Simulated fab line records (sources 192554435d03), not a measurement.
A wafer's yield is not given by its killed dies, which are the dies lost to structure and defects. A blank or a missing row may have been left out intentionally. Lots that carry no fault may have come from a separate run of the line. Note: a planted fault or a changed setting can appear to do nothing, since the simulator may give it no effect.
fab line records	flow n5-finfet
record lots=7	wafers=21
route steps=1938 shown BEOL_M15@1773 PASSIVATION@1930
start-h: hours from the record's first day to the start of the lot's first wafer shown	wait-h: how many hours have passed since the lot's step before this one	" identical to the entry in the row above	L1.1+2: one row covering several wafers at once	- no value, or no start given	* or withheld: withheld	< > ~ a bound
route shown NAME@n: NAME is a module with steps in the file, n the number in the route of the first one	usual: mean/standard deviation taken from wafers without a fault	same: alike in all rows	chamber/n: place in a boat	sites: each site's reading	_std_site: the values' standard deviation	_edge_site: inner sites' mean taken away from outer sites' mean	radius-mm: for every site, how far away it sits from the centre of the wafer	mask NAME#n: copy n	behind: the last tool/chamber to shape the wafer	hold: why the lot went on hold/how many hours it stayed there/how the hold came to an end	device: the n, p or np transistor that did not switch	end of line: tests of these same wafers at the route's end	a step given without rows: its recipe and nothing more	killed: dies lost to structure and defects at the first sort, not the wafer's yield	map: a wafer's dies, marking killed ones x, the rest . and places with no die _
set.NAME: the run value of the setting; set.NAME@STEP: its run value at that earlier step	model.NAME: the simulator's own value behind a step, which no gauge read
lots with deliberately changed settings; one table per step, one row per wafer
## steps
# step N5_BEOL_M15_ILD_DEP_00
# recipe material=SiO2	target-thk-a=16293	temp-c=400	precursor=TEOS/O2	pressure-torr=6.5	rf-w=900	teos-flow-sccm=161.4	gas=O2	flow-sccm=2650	time-s=346.1
lot.wafer	tool	chamber	start-h	wait-h	set.time-s	model.SiO2_of_BEOL_M15_ILD_DEP_00.thk-nm
L081.2	pecvd-02	1	323.22	0.0	359.7	1673
L081.5	"	0	"	"	346.1	1645
L081.6	"	2	"	"	346.1	1639
L085.1	pecvd-02	2	337.61	0.0	389.9	1850
L085.2	"	0	"	"	346.1	1655
L085.6	"	2	"	"	346.1	1642
L083.2	pecvd-03	0	343.49	0.0	346.1	1590
L083.4	"	2	"	"	394.3	1866
L083.5	"	0	"	"	394.3	1859
L089.3	pecvd-03	2	369.75	0.0	346.1	1637
L089.5	"	2	"	"	297.3	1452
L089.6	"	0	"	"	297.3	1456
L086.3	pecvd-01	0	370.21	0.0	332	1576
L086.5	"	0	"	"	346.1	1648
L086.6	"	1	"	"	332	1544
L090.2	pecvd-02	0	385.89	0.0	346.1	1638
L090.4	"	0	"	"	378.6	1808
L090.6	"	2	"	"	346.1	1644
L096.2	pecvd-03	1	415.84	0.0	346.1	1655
L096.3	"	0	"	"	346.1	1627
L096.5	"	2	"	"	346.1	1689
# step N5_BEOL_M15_THK_MEAS_01
# recipe reads=SiO2_of_BEOL_M15_ILD_DEP_00
# usual M15_ILD_THK=1636/21
lot.wafer	tool	chamber	start-h	wait-h	set.time-s@BEOL_M15_ILD_DEP_00	M15_ILD_THK[nm]
L081.2	film-metro-01	-	323.47	0.1	359.7	1675
L081.5	"	-	"	"	346.1	1647
L081.6	"	-	"	"	346.1	1638
L085.1	film-metro-02	-	337.86	0.1	389.9	1851
L085.2	"	-	"	"	346.1	1654
L085.6	"	-	"	"	346.1	1642
L083.2	film-metro-01	-	343.74	0.1	346.1	1589
L083.4	"	-	"	"	394.3	1866
L083.5	"	-	"	"	394.3	1858
L089.3	film-metro-02	-	370.00	0.1	346.1	1638
L089.5	"	-	"	"	297.3	1451
L089.6	"	-	"	"	297.3	1456
L086.3	film-metro-01	-	370.46	0.1	332	1577
L086.5	"	-	"	"	346.1	1648
L086.6	"	-	"	"	332	1544
L090.2	film-metro-01	-	386.14	0.1	346.1	1638
L090.4	"	-	"	"	378.6	1809
L090.6	"	-	"	"	346.1	1644
L096.2	film-metro-01	-	416.09	0.1	346.1	1654
L096.3	"	-	"	"	346.1	1627
L096.5	"	-	"	"	346.1	1689
# step N5_BEOL_M15_COAT_58
# recipe resist=BARC	temp-c=205	time-s=60	spin-rpm=1500	resist-thk-nm=89
# step N5_BEOL_M15_COAT_04
# recipe spin-rpm=1704	resist-thk-nm=800
# step N5_BEOL_M15_DESCUM_15
# recipe chemistry=O2	time-s=7.9	source-power-w=50	bias-power-w=20	pressure-mtorr=20	rf-frequency-hz=2.712e+07	temp-c=40	o2-flow-sccm=225
# step N5_BEOL_M15_ETCH_59
# recipe chemistry=N2/H2	target=BARC	target-depth-a=890	overetch-a=267	time-s=67.9	ion-energy-ev=200	pressure-mtorr=30	source-w=840	bias-w=150	n2-flow-sccm=200	h2-flow-sccm=200
# step N5_BEOL_M15_VIA_ETCH_16
# recipe chemistry=C4F8/O2/Ar	target=SiO2	he-inner-torr=15	he-outer-torr=30	target-depth-a=17922	time-s=withheld	ion-energy-ev=800	pressure-mtorr=20	source-w=1905	bias-w=2040	Ar_flow_sccm=400	C4F8_flow_sccm=16	O2_flow_sccm=12	ends=cleared
lot.wafer	tool	chamber	start-h	wait-h	set.time-s@BEOL_M15_ILD_DEP_00	model.etch.depth-nm	model.coat_of_BEOL_M15_COAT_04.thk-nm
L081.2	rie-diel-02	2	323.95	0.0	*	1673	325.6
L081.5	"	3	"	"	*	1645	329.8
L081.6	"	2	"	"	*	1639	330.8
L085.1	rie-diel-04	0	338.34	0.0	*	1850	276.8
L085.2	"	2	"	"	*	1655	324.4
L085.6	"	2	"	"	*	1642	326
L083.2	rie-diel-04	0	344.35	0.0	*	1590	339.8
L083.4	"	1	"	"	*	1866	272
L083.5	"	2	"	"	*	1859	271.6
L089.3	rie-diel-06	2	370.48	0.0	*	1637	334.6
L089.5	"	1	"	"	*	1452	382.6
L089.6	"	2	"	"	*	1456	374.6
L086.3	rie-diel-04	2	371.40	0.0	*	1576	338.6
L086.5	"	3	"	"	*	1648	325.4
L086.6	"	2	"	"	*	1544	346.6
L090.2	rie-diel-04	3	386.62	0.0	*	1638	332.6
L090.4	"	2	"	"	*	1808	285.4
L090.6	"	3	"	"	*	1644	330
L096.2	rie-diel-04	3	416.70	0.0	*	1655	322.8
L096.3	"	2	"	"	*	1627	326
L096.5	"	1	"	"	*	1689	312.2
# step N5_PASSIVATION_ETCH_54
# recipe chemistry=CHF3/O2	target=SiO2	target-depth-a=8800	CHF3_flow_sccm=50	O2_flow_sccm=5	Ar_flow_sccm=200	time-s=440	mask-material=PR	pressure-mtorr=30	source-w=650	bias-w=170	ion-energy-ev=200
lot.wafer	tool	chamber	start-h	wait-h	set.time-s	model.PASSIVATION.feature-depth-nm	model.etch.depth-nm
L081.2	rie-diel-05	0	343.26	0.1	440	862	862
L081.5	"	1	"	"	440	861.2	861.1
L081.6	"	0	"	"	396.8	778.8	778.8
L085.1	rie-diel-01	3	354.54	0.1	440	900.2	900.2
L085.2	"	1	"	"	465.8	942.4	942.5
L085.6	"	2	"	"	465.8	951.6	951.6
L083.2	rie-diel-01	3	363.13	0.1	440	903.2	903.2
L083.4	"	2	"	"	474.1	964.2	964.2
L083.5	"	1	"	"	440	894.2	894.2
L089.3	rie-diel-03	0	387.05	0.1	440	878.8	878.7
L089.5	"	0	"	"	440	875.6	875.5
L089.6	"	1	"	"	440	882.2	882.2
L086.3	rie-diel-03	2	391.50	0.1	440	855.2	855.3
L086.5	"	0	"	"	440	879.2	879.3
L086.6	"	3	"	"	440	904.8	904.9
L090.2	rie-diel-01	1	401.10	0.1	440	889.8	889.8
L090.4	"	2	"	"	440	892.6	892.5
L090.6	"	3	"	"	526.8	1059	1059
L096.2	rie-diel-01	1	435.65	0.1	440	898.2	898.1
L096.3	"	3	"	"	440	906.4	906.3
L096.5	"	1	"	"	440	891	891
# step N5_PASSIVATION_STRIP_48
# recipe chemistry=O2	power-w=600	temp-c=60	pressure-mtorr=30	rf-frequency-hz=6e+07	bias-power-w=0	overash-fraction=0.5	o2-flow-sccm=225
lot.wafer	tool	chamber	start-h	wait-h	set.power-w
L081.2+5+6	rie-diel-05	0,1,0	343.55	0.1	600
L085.1+6	rie-diel-01	3,2	354.82	0.1	600
L085.2	"	1	"	"	664.9
L083.2+4	rie-diel-01	3,2	363.42	0.1	600
L083.5	"	1	"	"	649.1
L089.3+6	rie-diel-03	0,1	387.34	0.1	646.9
L089.5	"	0	"	"	600
L086.3+5	rie-diel-03	2,0	391.79	0.1	510.5
L086.6	"	3	"	"	600
L090.2+4+6	rie-diel-01	1,2,3	401.39	0.1	600
L096.2+3+5	rie-diel-01	1,3,1	435.94	0.1	600
# step N5_PASSIVATION_STRIP_52
# recipe chemistry=post-etch-residue-remover	time-s=1200	temp-c=72.5
# step N5_PASSIVATION_CLEAN_71
# recipe chemistry=IPA	time-s=180	temp-c=25
# step N5_PASSIVATION_SRD_72
# recipe dry=ipa-marangoni	time-s=30	temp-c=23	rinse-liquid=diw
# step N5_PASSIVATION_ANNEAL_56
# recipe temp-c=400	time-s=1800	ambient=FGA	idle-temp-c=300	ramp-up-c-per-min=5	ramp-down-c-per-min=3
# step N5_PASSIVATION_PROBE_49
# usual killed_at_M0_to_M3=33/11	killed_at_M4_up=14/5	killed-at-contacts=11/7.3	killed-at-front-end=43/12	killed-at-other=4/3.1	killed-dies=106/17	killed-open=69/13	killed-short=34/8.7
# same gross-dies=1180	killed-at-back-side=0
lot.wafer	tool	chamber	start-h	wait-h	set.power-w@PASSIVATION_STRIP_48	killed_at_M0_to_M3	killed_at_M4_up	killed-at-contacts	killed-at-front-end	killed-at-other	killed-dies	killed-open	killed-short
L081.2	prober-02	-	346.11	0.1	600	44	16	12	33	1	106	49	40
L081.5	prober-02	-	346.26	0.2	600	50	7	9	39	11	116	65	46
L081.6	prober-02	-	346.31	0.3	600	24	3	16	41	30	114	44	41
L085.1	prober-02	-	357.31	0.0	600	113	11	10	38	7	179	75	30
L085.2	prober-02	-	357.36	0.1	664.9	26	11	14	39	1	91	56	31
L085.6	prober-02	-	357.56	0.3	600	111	18	7	62	3	201	83	46
L083.2	prober-01	-	366.01	0.1	600	40	6	13	24	3	86	53	33
L083.4	prober-01	-	366.11	0.2	600	28	14	7	43	1	93	61	31
L083.5	prober-01	-	366.16	0.2	649.1	31	16	19	29	13	108	63	43
L089.3	prober-01	-	389.94	0.1	646.9	18	10	13	61	7	109	69	33
L089.5	prober-01	-	390.04	0.2	600	20	16	10	63	16	125	72	40
L089.6	prober-01	-	390.09	0.3	646.9	29	14	6	45	9	103	59	34
L086.3	prober-01	-	394.39	0.1	510.5	1067	18	3	51	1	1140	65	31
L086.5	prober-01	-	394.49	0.2	510.5	1064	20	6	66	2	1158	79	40
L086.6	prober-01	-	394.54	0.3	600	19	19	6	47	0	91	60	30
L090.2	prober-01	-	403.94	0.1	600	39	9	10	40	1	99	60	29
L090.4	prober-01	-	404.04	0.2	600	30	11	3	38	9	91	62	26
L090.6	prober-01	-	404.14	0.3	600	39	17	2	47	4	109	77	31
L096.2	prober-02	-	438.54	0.1	600	30	9	4	37	8	88	65	22
L096.3	prober-02	-	438.59	0.1	600	25	12	7	32	4	80	54	26
L096.5	prober-02	-	438.69	0.2	600	31	5	13	55	5	109	68	41
# killed by level:class
L081.2 BEOL_M2:area-expose=12 FIN_SAQP:geometric-particle:short=11 BEOL_M0_SAQP:geometric-particle:open=10 MOL_CONTACT_COAG:geometric-particle:open=9 BEOL_M0_SAQP:geometric-particle:short=9 FIN_SAQP:geometric-particle:open=5 GATE_CUT:geometric-particle:short=5 BEOL_M3:geometric-particle:open=5
L081.5 BEOL_M0_SAQP:geometric-particle:open=15 BEOL_M0_SAQP:geometric-particle:short=14 STI_FIN_REVEAL:geometric-particle:open=9 BEOL_M3:geometric-particle:open=8 MOL_CONTACT_COAG:geometric-particle:open=5 BEOL_M1:geometric-particle:open=5 FIN_SAQP:geometric-particle:short=4 FIN_SAQP:geometric-particle:open=4
L081.6 PASSIVATION:area-etch=29 FIN_SAQP:geometric-particle:short=14 FIN_SAQP:geometric-particle:open=10 MOL_CONTACT_COAG:geometric-particle:open=10 MOL_CONTACT_COAG:geometric-particle:short=6 BEOL_M0_SAQP:geometric-particle:open=5 BEOL_M0_SAQP:geometric-particle:short=5 BEOL_M2:geometric-particle:open=5
L085.1 BEOL_M2:area-expose=74 STI_FIN_REVEAL:geometric-particle:open=10 MOL_CONTACT_COAG:geometric-particle:open=9 BEOL_M0_SAQP:geometric-particle:short=9 BEOL_M0_SAQP:geometric-particle:open=9 BEOL_M4:geometric-particle:open=7 FIN_SAQP:geometric-particle:open=6 DUMMY_GATE:geometric-particle:open=6
L085.2 MOL_CONTACT_COAG:geometric-particle:open=11 FIN_SAQP:geometric-particle:short=7 GATE_CUT:geometric-particle:short=7 BEOL_M0_SAQP:geometric-particle:short=6 BEOL_M0_SAQP:geometric-particle:open=6 BEOL_M2:geometric-particle:open=5 BEOL_M3:geometric-particle:open=5 STARTING-WAFER:geometric-particle:open=5
L085.6 BEOL_M2:area-expose=70 FIN_SAQP:geometric-particle:short=19 BEOL_M0_SAQP:geometric-particle:open=12 FIN_SAQP:geometric-particle:open=10 BEOL_M2:geometric-particle:open=10 BEOL_M4:geometric-particle:open=9 DUMMY_GATE:geometric-particle:open=6 GATE_CUT:geometric-particle:short=5
L083.2 MOL_CONTACT_COAG:geometric-particle:open=13 BEOL_M1:geometric-particle:open=9 BEOL_M2:geometric-particle:open=9 BEOL_M0:geometric-particle:short=6 BEOL_M1:geometric-particle:short=6 FIN_SAQP:geometric-particle:open=5 GATE_CUT:geometric-particle:short=4 BEOL_M0_SAQP:geometric-particle:short=4
L083.4 STI_FIN_REVEAL:geometric-particle:open=15 GATE_CUT:geometric-particle:short=11 MOL_CONTACT_COAG:geometric-particle:open=7 BEOL_M3:geometric-particle:open=7 STI_FIN_REVEAL:geometric-particle:short=6 BEOL_M4:geometric-particle:open=6 BEOL_M0:geometric-particle:short=5 BEOL_M2:geometric-particle:open=5
L083.5 MOL_CONTACT_COAG:geometric-particle:open=12 GATE_CUT:geometric-particle:short=8 MOL_CONTACT_COAG:geometric-particle:short=7 STI_FIN_REVEAL:geometric-particle:open=6 BEOL_M4:geometric-particle:open=6 BEOL_M0_SAQP:geometric-particle:open=5 BEOL_M3:geometric-particle:open=5 BEOL_M1:geometric-particle:short=4
L089.3 STI_FIN_REVEAL:geometric-particle:open=18 MOL_CONTACT_COAG:geometric-particle:open=13 FIN_SAQP:geometric-particle:short=13 FIN_SAQP:geometric-particle:open=10 DUMMY_GATE:geometric-particle:open=5 BEOL_M0_SAQP:geometric-particle:short=4 BEOL_M3:geometric-particle:open=4 BEOL_M3:geometric-particle:short=4
L089.5 STI_FIN_REVEAL:geometric-particle:open=15 GATE_CUT:geometric-particle:short=11 FIN_SAQP:geometric-particle:open=10 FIN_SAQP:geometric-particle:short=7 MOL_CONTACT_COAG:geometric-particle:open=7 PASSIVATION:area-etch=7 BEOL_M3:geometric-particle:open=6 BEOL_M4:geometric-particle:open=6
L089.6 STI_FIN_REVEAL:geometric-particle:open=13 FIN_SAQP:geometric-particle:open=12 FIN_SAQP:geometric-particle:short=9 BEOL_M2:geometric-particle:short=7 PASSIVATION:area-etch=7 BEOL_M4:geometric-particle:open=6 BEOL_M0:geometric-particle:open=5 BEOL_M2:geometric-particle:open=5
L086.3 BEOL_M2:area-expose=1042 FIN_SAQP:geometric-particle:open=10 FIN_SAQP:geometric-particle:short=10 BEOL_M0_SAQP:geometric-particle:open=9 GATE_CUT:geometric-particle:short=8 BEOL_M4:geometric-particle:open=7 DUMMY_GATE:geometric-particle:open=6 BEOL_M5:geometric-particle:open=6
L086.5 BEOL_M2:area-expose=1037 STI_FIN_REVEAL:geometric-particle:open=20 BEOL_M0_SAQP:geometric-particle:open=9 FIN_SAQP:geometric-particle:open=8 BEOL_M0_SAQP:geometric-particle:short=8 BEOL_M4:geometric-particle:open=8 FIN_SAQP:geometric-particle:short=7 DUMMY_GATE:geometric-particle:open=7
L086.6 FIN_SAQP:geometric-particle:short=12 BEOL_M4:geometric-particle:open=11 FIN_SAQP:geometric-particle:open=10 STI_FIN_REVEAL:geometric-particle:open=7 BEOL_M0_SAQP:geometric-particle:open=7 MOL_CONTACT_COAG:geometric-particle:open=5 STI_FIN_REVEAL:geometric-particle:short=4 DUMMY_GATE:geometric-particle:open=4
L090.2 STI_FIN_REVEAL:geometric-particle:open=11 MOL_CONTACT_COAG:geometric-particle:open=9 BEOL_M0_SAQP:geometric-particle:open=9 BEOL_M2:area-expose=7 BEOL_M0_SAQP:geometric-particle:short=6 BEOL_M2:geometric-particle:open=5 STARTING-WAFER:geometric-particle:short=5 STI_FIN_REVEAL:geometric-particle:short=4
L090.4 STI_FIN_REVEAL:geometric-particle:open=20 BEOL_M1:geometric-particle:open=7 BEOL_M3:geometric-particle:open=6 DUMMY_GATE:geometric-particle:open=5 BEOL_M2:geometric-particle:open=5 GATE_CUT:geometric-particle:short=4 BEOL_M0_SAQP:geometric-particle:open=4 MIM_TOP_ETCH:geometric-particle:short=4
L090.6 STI_FIN_REVEAL:geometric-particle:open=13 BEOL_M3:geometric-particle:open=10 GATE_CUT:geometric-particle:short=9 BEOL_M4:geometric-particle:open=8 ILD0:geometric-particle:open=7 BEOL_M0_SAQP:geometric-particle:open=7 BEOL_M2:geometric-particle:open=7 BEOL_M1:geometric-particle:open=6
L096.2 STI_FIN_REVEAL:geometric-particle:open=12 BEOL_M0_SAQP:geometric-particle:open=10 PASS1_CAP:geometric-particle:short=8 BEOL_M3:geometric-particle:open=7 FIN_SAQP:geometric-particle:short=5 DUMMY_GATE:geometric-particle:open=5 FIN_SAQP:geometric-particle:open=4 MOL_CONTACT_COAG:geometric-particle:open=4
L096.3 BEOL_M4:geometric-particle:open=8 STI_FIN_REVEAL:geometric-particle:open=6 BEOL_M3:geometric-particle:open=6 FIN_SAQP:geometric-particle:short=5 DUMMY_GATE:geometric-particle:open=5 MOL_CONTACT_COAG:geometric-particle:open=5 BEOL_M0_SAQP:geometric-particle:open=5 BEOL_M1:geometric-particle:open=5
L096.5 FIN_SAQP:geometric-particle:open=16 BEOL_M0_SAQP:geometric-particle:short=11 FIN_SAQP:geometric-particle:short=10 STI_FIN_REVEAL:geometric-particle:open=9 MOL_CONTACT_COAG:geometric-particle:open=9 ILD0:geometric-particle:short=7 BEOL_M3:geometric-particle:open=6 BEOL_M0_SAQP:geometric-particle:open=5
## key
split step=N5_BEOL_M15_ILD_DEP_00	setting=time-s	stated=346.1	by=wafer
response step=N5_BEOL_M15_ILD_DEP_00	reading=model.SiO2_of_BEOL_M15_ILD_DEP_00.thk-nm	change=+16.3	per=1%	r=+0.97
response step=N5_BEOL_M15_THK_MEAS_01	reading=M15_ILD_THK	change=+16.4	per=1%	r=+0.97
response step=N5_BEOL_M15_VIA_ETCH_16	reading=model.etch.depth-nm	change=+16.3	per=1%	r=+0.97
response step=N5_BEOL_M15_VIA_ETCH_16	reading=model.coat_of_BEOL_M15_COAT_04.thk-nm	change=-4.01	per=1%	r=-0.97
split step=N5_PASSIVATION_ETCH_54	setting=time-s	stated=440	by=wafer
response step=N5_PASSIVATION_ETCH_54	reading=model.PASSIVATION.feature-depth-nm	change=+8.44	per=1%	r=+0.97
response step=N5_PASSIVATION_ETCH_54	reading=model.etch.depth-nm	change=+8.44	per=1%	r=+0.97
split step=N5_PASSIVATION_STRIP_48	setting=power-w	stated=600	by=wafer
response step=N5_PASSIVATION_PROBE_49	reading=killed_at_M0_to_M3	shape=bent	at-lowest=1066	at-stated=43	at-highest=26
response step=N5_PASSIVATION_PROBE_49	reading=killed-dies	shape=bent	at-lowest=1149	at-stated=112	at-highest=91
